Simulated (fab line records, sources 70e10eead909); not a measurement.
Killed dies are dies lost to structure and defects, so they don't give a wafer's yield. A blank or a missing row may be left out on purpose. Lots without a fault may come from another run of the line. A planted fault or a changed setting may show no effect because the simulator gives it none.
Chamber matching | flow nand_harc | NHARC_A_CHANNEL_FILL_D1_ALD_14 on ald_hk-04: 4 sister chambers
The step deposits SiO2, target thk 2.5 nm, pulse time 10 s, ald cycles 25. 16 wafers are shown with their chamber, then 8 later ones without.

WAFERS WITH THEIR CHAMBER
wafer  | chamber | heater_power_w (W) | precursor_pulse_height_rel
L793.2 | 2       | 415                | 0.998
L793.3 | 0       | 498                | 0.993
L793.6 | 3       | 451                | 0.983
L796.3 | 3       | 458                | 1.003
L796.4 | 0       | 504                | 1.002
L796.6 | 2       | 421                | 1.025
L798.1 | 1       | 394                | 0.974
L798.2 | 2       | 424                | 1.005
L798.4 | 0       | 525                | 1.004
L799.4 | 2       | 421                | 0.990
L799.5 | 0       | 501                | 0.999
L799.6 | 1       | 403                | 0.960
L803.1 | 3       | 455                | 0.990
L803.3 | 0       | 511                | 0.990
L803.5 | 3       | 465                | 1.007
L805.3 | 0       | 513                | 0.963

SIGNATURES (means of the wafers above)
reading                    | chamber 0 | chamber 1 | chamber 2 | chamber 3 | scatter within a chamber
heater_power_w             | 508.67    | 398.50    | 420.25    | 457.25    | 7.49
precursor_pulse_height_rel | 0.99183   | 0.96700   | 1.00450   | 0.99575   | 0.0138
Rule: a wafer's distance from a chamber is the root of the sum, over the readings, of the square of ((its reading less the chamber's mean) divided by the reading's scatter). The wafer belongs to the nearest chamber; if the next one is less than 2 further off, it can't be placed. The scatter: the root of (the sum of the squares of (reading less its chamber's mean) over the shown wafers, divided by (wafers less chambers)).

WAFERS WITHOUT THEIR CHAMBER
wafer  | heater_power_w (W) | precursor_pulse_height_rel
L805.4 | 459                | 1.020
L805.5 | 415                | 0.969
L807.1 | 414                | 1.048
L807.4 | 445                | 1.013
L807.5 | 463                | 1.019
L808.1 | 411                | 1.003
L808.2 | 506                | 0.993
L808.3 | 434                | 0.990

WHICH CHAMBER EACH WENT THROUGH
wafer  | from the rows above     | in truth
L805.4 | 3                       | 3
L805.5 | can't be placed: 1 or 2 | 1
L807.1 | 2                       | 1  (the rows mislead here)
L807.4 | can't be placed: 3 or 2 | 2
L807.5 | 3                       | 3
L808.1 | can't be placed: 2 or 1 | 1
L808.2 | 0                       | 0
L808.3 | can't be placed: 2 or 3 | 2
Placed correctly: 3 of 8. Can't be placed from these rows: 4 (the true chamber is among the candidates in 4). Placed wrongly: 1.
